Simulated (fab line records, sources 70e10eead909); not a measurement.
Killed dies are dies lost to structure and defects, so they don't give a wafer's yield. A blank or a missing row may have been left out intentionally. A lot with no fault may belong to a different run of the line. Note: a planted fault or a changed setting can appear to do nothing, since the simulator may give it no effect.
A lot that was struck, set against a sound lot    flow nand_harc    22 steps out of a route of 1302
Sound: the wafers L248.1, L248.2, L248.5. The struck wafers were L255.1, L255.2, L255.4. The cause comes at the end.
Each step with rows lists, per side, the tool, then ch with its chambers, then its first start. Under that, the readings that differ: sound wafers    struck wafers    difference of the means    sigmas: that difference in standard deviations of wafers without a fault.
alike: same words and numbers on both sides, and readings whose means sit less than 2 such deviations apart. not compared: any withheld reading, any reading some wafer has no value for, any bound like >300 that may hide the same value, and any number with overlapping values for which the record gives no deviation.
A row with sigmas, a row that says differs or no value, or rows on one side alone: a step with any of these is where the two part. Numbers that don't overlap but have no deviation are shown without sigmas and don't part them. A reading missing from all wafers of one side parts the sides only when that side holds two or more wafers.

NHARC_A_BLC_CVD_24: deposits W, target thk 150 nm, time 434 s.
  sound: cvd_w-01 ch 0,1; struck: cvd_w-01 ch 0,1
  alike: heater_power_w, throttle_valve_pct
NHARC_A_BLC_CMP_25: polishes, t overpolish 30 s, target thk 150 nm.
  sound on cmp-01 ch 0,2, day 23 18:22; struck on cmp-01 ch 0,2,3, day 26 16:57
  alike: motor_current_A, overpolish_run_s, time_to_endpoint_s
then, 1 step without rows for these wafers: NHARC_A_BLC_SRD_27.
NHARC_A_BLC_INSPECT_28:
  sound on defect_inspect-01, day 23 18:44; struck on defect_inspect-02, day 26 17:22
  alike: raw_defect_count
then, 7 steps without rows for these wafers: NHARC_A_M0_DEP_00 (deposits SiOC, target thk 150 nm); NHARC_A_M0_DEHYDRATE_01 (time 120 s); NHARC_A_M0_HMDS_02 (time 30 s); NHARC_A_M0_COAT_33 (time 65 s); NHARC_A_M0_COAT_03 (resist thk 90 nm); NHARC_A_M0_SOFTBAKE_04 (time 55 s); NHARC_A_M0_EBR_05.
NHARC_A_M0_EXPOSE_06: exposes mask A M0, target cd 80 nm.
  sound on arfi_scanner-02 ch 0, day 23 19:30; struck on arfi_scanner-02 ch 0, day 26 17:59
reading               sound              struck                difference  sigmas
exposure_dose_mJ_cm2  83.07 83.10 83.14  118.48 118.47 118.55  +35.40      +99 or more
  alike: mask
then, 2 steps without rows for these wafers: NHARC_A_M0_PEB_07 (peb time 65 s); NHARC_A_M0_DEVELOP_08 (develop time 35 s).
NHARC_A_M0_CD_MEAS_09: the cd target is 80 nm.
  sound on cd_sem-03 ch 0, day 23 19:38; struck on cd_sem-03 ch 0, day 26 18:08
reading     sound           struck             difference  sigmas
cd_nm (nm)  79.7 79.0 79.6  103.9 103.5 103.0  +24.0       +34
NHARC_A_M0_OVL_MEAS_10: pitch 160 nm.
  sound on overlay-01, day 23 19:44; struck on overlay-01, day 26 18:13
  alike: overlay_x_nm, overlay_y_nm
NHARC_A_M0_INSPECT_11:
  sound on defect_inspect-01, day 23 19:46; struck on defect_inspect-01, day 26 18:16
  alike: raw_defect_count
NHARC_A_M0_DESCUM_14: chemistry O2, time 3 s.
  sound on rie_diel-05 ch 0,2,3, day 23 19:50; struck on rie_diel-02 ch 1,2,3, day 26 18:20
reading                sound             struck             difference  sigmas
model.A_M0.cd_nm (nm)  79.31 79.6 79.44  103.7 103.8 102.7  +24.0       
  alike: drypump_motor_current_A, o2_flow_sccm, oes_product_au, rf_vpp_V, showerhead_plenum_p_Torr, throttle_valve_pct
  not compared: rf_hours_counter_h
NHARC_A_M0_ETCH_34: etches the open film in N2/H2, target depth 40 nm, overetch 12 nm, time 43.94 s.
  sound on rie_diel-05 ch 0,2,3, day 23 19:56; struck on rie_diel-02 ch 1,2,3, day 26 18:25
reading       sound              struck             difference  sigmas
rf_vpp_V (V)  429.8 430.5 431.6  426.3 426.6 426.9  -4.0        -2
  alike: drypump_motor_current_A, n2_flow_sccm, oes_product_au, showerhead_plenum_p_Torr, throttle_valve_pct
  not compared: rf_hours_counter_h
NHARC_A_M0_ETCH_15: etches the open film in C4F8/Ar, target depth 150 nm, overetch 15 nm, time 82.5 s.
  sound: rie_diel-05 ch 0,2,3; struck: rie_diel-02 ch 0,2,3
reading                sound              struck             difference  sigmas
oes_product_au (a.u.)  0.918 0.926 0.914  0.983 0.977 0.981  +0.061      +3
model.A_M0.cd_nm (nm)  79.64 79.49 78.8   104.2 104 102.9    +24.4       
  alike: rf_vpp_V
  not compared: rf_hours_counter_h
NHARC_A_M0_CD_MEAS_16:
  sound on cd_sem-02, day 23 20:10; struck on cd_sem-02, day 26 18:37
reading     sound           struck             difference  sigmas
cd_nm (nm)  79.7 79.3 78.9  104.2 104.2 102.8  +24.4       +28
NHARC_END_SORT_01:
  the record has rows for the struck wafers here (prober-02 ch 0, day 28 15:34) and none for the sound ones

WHERE THEY PART
At NHARC_A_M0_EXPOSE_06 first; at NHARC_END_SORT_01 last (within this record only).

WHY: what the simulator had put in
Process parameters drifting: arfi_scanner-02 at NHARC_A_M0_EXPOSE_06, beginning at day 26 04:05. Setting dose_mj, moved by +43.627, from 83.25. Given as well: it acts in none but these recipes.
